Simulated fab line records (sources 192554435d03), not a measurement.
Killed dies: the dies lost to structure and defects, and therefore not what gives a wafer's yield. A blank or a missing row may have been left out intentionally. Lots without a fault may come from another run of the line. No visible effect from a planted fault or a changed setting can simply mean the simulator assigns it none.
Comparing a struck lot with a sound one | flow n5_finfet | 15 steps out of a route of 1938
Sound: these wafers, L843.1, L843.2, L843.3. Struck: wafer L854.5 (L854.2, L854.4, from the same lot, were not struck and are left out); the cause is given at the end.
Per side, at each step with rows, come the tool, then ch with its chambers, and then its first start. Under that, the readings that differ: sound wafers | struck wafers | difference of the means | sigmas: that difference in standard deviations of wafers without a fault.
alike: same words and numbers on both sides, and readings whose means sit less than 2 such deviations apart. not compared: any withheld reading, any reading some wafer has no value for, any bound like >300 that may hide the same value, and any number with overlapping values for which the record gives no deviation.
Wherever a step has rows on one side only, a row that says differs or no value, or a row with sigmas, the two part there. Numbers that have no deviation but don't overlap get no sigmas and don't part them. Lack of a reading on every wafer of one side parts them only where that side has two or more wafers.

first, 4 steps without rows for these wafers: N5_BEOL_M9_SOFTBAKE_06 (time 60 s); N5_BEOL_M9_EXPOSE_08 (exposes mask M9); N5_BEOL_M9_PEB_09 (peb time 60 s); N5_BEOL_M9_DEVELOP_10 (develop time 30 s).
N5_BEOL_M9_CD_MEAS_11 targets a cd of 64.1 nm.
  sound on cd_sem-03 ch 0, day 11 06:44; struck on cd_sem-03 ch 0, day 14 05:40
  alike: cd_nm
N5_BEOL_M9_OVL_MEAS_12:
  sound on overlay-02 ch 0, day 11 06:46; struck on overlay-02 ch 0, day 14 05:41
  alike: M9_OVL
N5_BEOL_M9_INSPECT_13: inspects for defects (brightfield).
  sound on defect_inspect-01 at day 11 06:47; struck on defect_inspect-02 at day 14 05:43
  alike: raw_defect_count
N5_BEOL_M9_DESCUM_16: chemistry O2, time 7.9 s.
  sound on rie_diel-04 ch 0,2,3, day 11 06:55; struck on rie_diel-04 ch 3, day 14 06:07
  alike: drypump_motor_current_A, oes_product_au, rf_vpp_V, showerhead_plenum_p_Torr, throttle_valve_pct
  not compared: rf_hours_counter_h
N5_BEOL_M9_ETCH_61: etches SiARC in CF4, target depth 39 nm, time 65 s.
  sound on rie_diel-04 ch 0,2,3, day 11 06:57; struck on rie_diel-04 ch 3, day 14 06:10
  alike: drypump_motor_current_A, etch_rf_on_time_s, oes_product_au, rf_vpp_V, showerhead_plenum_p_Torr, throttle_valve_pct
  not compared: rf_hours_counter_h
N5_BEOL_M9_ETCH_62: etches SOC in N2/H2, target depth 110 nm, overetch 22 nm, time 165 s.
  sound on rie_diel-04 ch 0,2,3, day 11 07:00; struck on rie_diel-04 ch 3, day 14 06:13
  reading             | sound             | struck | difference | sigmas
  n2_flow_sccm (sccm) | 199.5 200.2 199.6 | 201.4  | +1.6       | +2
  alike: drypump_motor_current_A, oes_product_au, rf_vpp_V, showerhead_plenum_p_Torr, throttle_valve_pct
  not compared: rf_hours_counter_h
then, 1 step without rows for these wafers: N5_BEOL_M9_STRIP_68 (strips in N2/H2).
N5_BEOL_M9_STRIP_67: strips in CF4.
  sound on rie_diel-04 ch 0,2,3, day 11 07:09; struck on rie_diel-04 ch 3, day 14 06:22
  alike: drypump_motor_current_A, oes_product_au, rf_vpp_V, showerhead_plenum_p_Torr, throttle_valve_pct
  not compared: rf_hours_counter_h
N5_BEOL_M9_HM_OPEN_17: chemistry Cl2/BCl3, target TiN, target depth 20 nm, overetch 6 nm.
  sound on rie_metal-02 ch 0,1, day 11 07:11; struck on rie_metal-02 ch 1, day 14 06:24
  reading                                  | sound          | struck | difference | sigmas
  model.SOC_of_BEOL_M9_COAT_59.thk_nm (nm) | 92.4 92.6 92.4 | 92.8   | +0.3       |
  alike: drypump_motor_current_A, oes_product_au, throttle_valve_pct
  not compared: rf_hours_counter_h
N5_BEOL_M9_STRIP_19: strips in O2.
  sound on rie_diel-02 ch 1,2,3, day 11 07:18; struck on rie_diel-02 ch 0, day 14 06:31
  reading                | sound             | struck | difference | sigmas
  oes_product_au (a.u.)  | 0.89 0.85 0.90    | 0.68   | -0.20      | -2
  throttle_valve_pct (%) | 16.63 16.58 16.65 | 17.07  | +0.45      | +2
  alike: drypump_motor_current_A, rf_vpp_V, showerhead_plenum_p_Torr
  not compared: rf_hours_counter_h
N5_PASSIVATION_PROBE_49:
  sound wafers here have rows in the record (prober-02, day 14 04:13); struck ones have none

## WHERE THEY PART
At N5_BEOL_M9_ETCH_62 first; at N5_PASSIVATION_PROBE_49 last (within this record only).

WHY: what the simulator had put in
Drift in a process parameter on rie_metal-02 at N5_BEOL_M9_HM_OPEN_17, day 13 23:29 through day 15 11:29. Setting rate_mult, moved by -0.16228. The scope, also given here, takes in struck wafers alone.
